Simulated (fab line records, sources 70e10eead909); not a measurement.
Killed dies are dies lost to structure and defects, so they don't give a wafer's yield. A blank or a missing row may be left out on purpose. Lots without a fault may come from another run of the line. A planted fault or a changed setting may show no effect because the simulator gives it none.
Which tool did it? | flow nand_harc | 14 lots, 42 wafers sampled, at 5 steps of a route of 1159

WHAT THE GAUGES READ, wafer by wafer
NHARC_P_M0_OVL_MEAS_10: pitch 180 nm.
lot  | measured     | on         | overlay_x_nm (nm) | overlay_y_nm (nm)
L844 | day 6 08:19  | overlay-02 | -0.2 0.4 0.3      | 0.6 0.6 1.4
L845 | day 6 14:48  | overlay-02 | -0.4 -1.1 -0.6    | -0.2 -0.5 -1.0
L848 | day 7 04:06  | overlay-01 | 0.6 1.0 0.8       | 0.2 0.1 0.7
L846 | day 7 05:32  | overlay-02 | 0.2 -0.3 0.0      | 0.9 0.6 0.4
L847 | day 7 06:04  | overlay-02 | 0.5 0.4 -0.3      | 1.6 2.1 1.9
L849 | day 7 19:52  | overlay-01 | 0.1 0.4 0.4       | 0.1 0.0 0.6
L852 | day 8 05:51  | overlay-01 | 1.0 0.8 1.0       | -0.3 0.1 -0.6
L854 | day 10 08:07 | overlay-02 | 0.6 -0.1 0.4      | -0.8 -1.4 -1.3
L856 | day 10 08:27 | overlay-01 | -0.8 -0.1 -0.3    | -1.5 -1.5 -1.2
L858 | day 10 16:35 | overlay-01 | -1.4 -1.6 -1.7    | -0.7 -0.2 -0.9
L861 | day 10 17:16 | overlay-02 | -0.7 -1.1 -1.6    | 1.4 0.6 0.5
L859 | day 10 18:14 | overlay-01 | 0.3 0.7 0.7       | -0.8 -0.8 -0.4
L863 | day 10 21:38 | overlay-01 | 0.3 -0.1 0.4      | -1.1 -0.7 -0.9
L864 | day 10 23:41 | overlay-02 | -0.9 -1.6 -1.6    | 0.0 -0.2 0.6

NHARC_P_M0_INSPECT_27.
lot  | measured     | on                | raw_defect_count
L844 | day 6 10:53  | defect_inspect-02 | 310 269 230
L845 | day 6 17:23  | defect_inspect-02 | 314 265 352
L848 | day 7 06:59  | defect_inspect-02 | 300 211 169
L846 | day 7 08:14  | defect_inspect-01 | 329 185 153
L847 | day 7 08:48  | defect_inspect-02 | 162 288 281
L849 | day 7 22:29  | defect_inspect-02 | 321 128 144
L852 | day 8 08:29  | defect_inspect-01 | 278 200 153
L854 | day 10 10:41 | defect_inspect-02 | 269 572 522
L856 | day 10 11:05 | defect_inspect-02 | 309 598 472
L858 | day 10 19:11 | defect_inspect-01 | 281 399 267
L861 | day 10 19:55 | defect_inspect-02 | 544 380 302
L859 | day 10 21:14 | defect_inspect-01 | 293 232 362
L863 | day 11 00:13 | defect_inspect-01 | 212 164 222
L864 | day 11 02:15 | defect_inspect-02 | 325 271 332

NHARC_P_M1_CD_MEAS_09: target cd 130 nm.
lot  | measured     | on        | cd_nm (nm)
L844 | day 6 12:18  | cd_sem-01 | 131.4 130.7 130.5
L845 | day 6 18:48  | cd_sem-01 | 129.1 130.0 129.8
L848 | day 7 08:22  | cd_sem-03 | 130.8 130.1 131.1
L846 | day 7 09:30  | cd_sem-02 | 130.2 130.0 129.4
L847 | day 7 10:12  | cd_sem-03 | 130.2 131.1 130.7
L849 | day 7 23:53  | cd_sem-01 | 130.6 130.7 130.1
L852 | day 8 09:53  | cd_sem-03 | 129.4 130.1 130.2
L854 | day 10 12:11 | cd_sem-01 | 129.9 129.4 130.1
L856 | day 10 12:29 | cd_sem-01 | 130.1 129.4 128.5
L858 | day 10 20:34 | cd_sem-02 | 103.9 104.1 104.4
L861 | day 10 21:19 | cd_sem-03 | 130.7 129.7 130.0
L859 | day 10 22:44 | cd_sem-03 | 129.5 129.5 128.8
L863 | day 11 01:38 | cd_sem-01 | 130.5 129.7 130.0
L864 | day 11 03:41 | cd_sem-02 | 107.7 107.7 107.5

NHARC_P_M1_OVL_MEAS_10: pitch 260 nm.
lot  | measured     | on         | overlay_x_nm (nm) | overlay_y_nm (nm)
L844 | day 6 12:23  | overlay-02 | -1.7 -1.1 -1.5    | -1.7 -1.2 -1.7
L845 | day 6 18:53  | overlay-01 | 0.1 0.6 0.3       | 1.6 0.8 1.1
L848 | day 7 08:27  | overlay-02 | 0.1 -0.2 0.3      | 0.1 -0.3 -0.2
L846 | day 7 09:35  | overlay-01 | 0.9 1.2 1.1       | -1.0 -1.1 -0.9
L847 | day 7 10:17  | overlay-02 | 0.4 -0.1 0.1      | 0.7 0.1 0.7
L849 | day 7 23:58  | overlay-01 | 0.2 0.1 0.1       | 0.2 0.7 0.0
L852 | day 8 09:58  | overlay-02 | -0.4 0.3 0.0      | 0.1 -0.4 -0.8
L854 | day 10 12:17 | overlay-01 | 1.2 1.3 1.2       | 0.2 0.6 0.8
L856 | day 10 12:34 | overlay-02 | 0.0 0.6 0.5       | 0.1 0.9 0.1
L858 | day 10 20:40 | overlay-01 | 0.2 0.6 0.9       | 0.2 0.1 -0.2
L861 | day 10 21:25 | overlay-02 | -1.0 -0.6 -0.6    | 0.7 0.4 0.0
L859 | day 10 22:50 | overlay-02 | -0.9 -0.6 -0.7    | -0.1 -0.3 -0.3
L863 | day 11 01:44 | overlay-01 | 1.1 1.3 1.6       | -0.4 -1.2 -0.8
L864 | day 11 03:47 | overlay-01 | 0.1 0.2 -0.2      | -0.7 -0.2 -0.6

WHICH TOOL RAN EACH LOT (tool, then ch and the chambers of the sampled wafers, then the start)
lot  | NHARC_P_M1_PEB_07
L844 | litho_track-01 ch 0, day 6 12:13
L845 | litho_track-04 ch 0, day 6 18:43
L848 | litho_track-01 ch 0, day 7 08:17
L846 | litho_track-04 ch 0, day 7 09:26
L847 | litho_track-04 ch 0, day 7 10:07
L849 | litho_track-06 ch 0, day 7 23:47
L852 | litho_track-01 ch 0, day 8 09:48
L854 | litho_track-06 ch 0, day 10 12:07
L856 | litho_track-06 ch 0, day 10 12:24
L858 | litho_track-04 ch 0, day 10 20:29
L861 | litho_track-01 ch 0, day 10 21:14
L859 | litho_track-06 ch 0, day 10 22:39
L863 | litho_track-01 ch 0, day 11 01:34
L864 | litho_track-04 ch 0, day 11 03:36
- NHARC_P_M1_PEB_07: peb time 65 s.

WHAT THE TOOLS THEMSELVES READ (means of the sampled wafers that have a number; where no wafer has one, the mark that the record gives instead)
NHARC_P_M1_PEB_07.
lot  | tool           | heater_power_total_W (W) | plate_temp_C (C)
L844 | litho_track-01 | 156.8                    | 100.06
L845 | litho_track-04 | 156.6                    | 99.94
L848 | litho_track-01 | 156.5                    | 99.92
L846 | litho_track-04 | 156.5                    | 99.95
L847 | litho_track-04 | 156.4                    | 99.95
L849 | litho_track-06 | 156.3                    | 100.11
L852 | litho_track-01 | 156.7                    | 99.98
L854 | litho_track-06 | 156.5                    | 99.95
L856 | litho_track-06 | 156.4                    | 100.08
L858 | litho_track-04 | 143.5                    | 93.84
L861 | litho_track-01 | 156.7                    | 99.87
L859 | litho_track-06 | 156.7                    | 100.13
L863 | litho_track-01 | 156.7                    | 99.90
L864 | litho_track-04 | 143.1                    | 93.76

THE ANSWER, worked out from the rows above alone
Rule: what is usual is taken from the lots themselves. Put in order of their means at a reading, lots are off if they are a third of the lots or fewer, leave a main group of 4 or more, and stand apart from it by a gap of 3 or more times the standard deviation of the main group's means; of several such gaps the widest counts. A main group whose means are all the same, to the digits that the tables above print for the reading, isn't used. A lot without any number at a reading at which 4 lots or more have one is off too. The other lots that the step has rows for count as sound. The gauges are gone through in route order, then the tools' own readings, and for those a lot's mean is taken as printed above. The first step at which some lot is off is used, and at that step the reading that is off furthest; a lot without a number counts as furthest.
Off: L858, L864, at NHARC_P_M1_CD_MEAS_09 (cd_nm). The main group: mean 130.1 nm, standard deviation 0.5.
A tool fits if, at a process step before that reading, it ran every lot that is off, and no sound lot after the first of them. The gauges at NHARC_P_M1_CD_MEAS_09 aren't tried: what is off there is off at NHARC_P_M1_PEB_07 too, on other tools, and a gauge's error can't cause that. One fits: litho_track-04 at NHARC_P_M1_PEB_07. Its last sound lot is L847 (day 7 10:07), its first lot that is off L858 (day 10 20:29): a fault that began between those two fits.
The tool's own readings at NHARC_P_M1_PEB_07 bear it out: on the lots that are off they differ by more than 5 times the standard deviation of the sound lots' means. heater_power_total_W reads 143.3 W there against 156.6 W on the sound lots; plate_temp_C reads 93.80 C there against 99.99 C on the sound lots.

WHAT THE SIMULATOR HAD PUT IN
Process parameter drift: litho_track-04, from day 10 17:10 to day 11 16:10, at NHARC_P_M1_PEB_07. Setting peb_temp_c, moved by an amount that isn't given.
Lots struck among those shown: L858, L864. The rule above found the same.
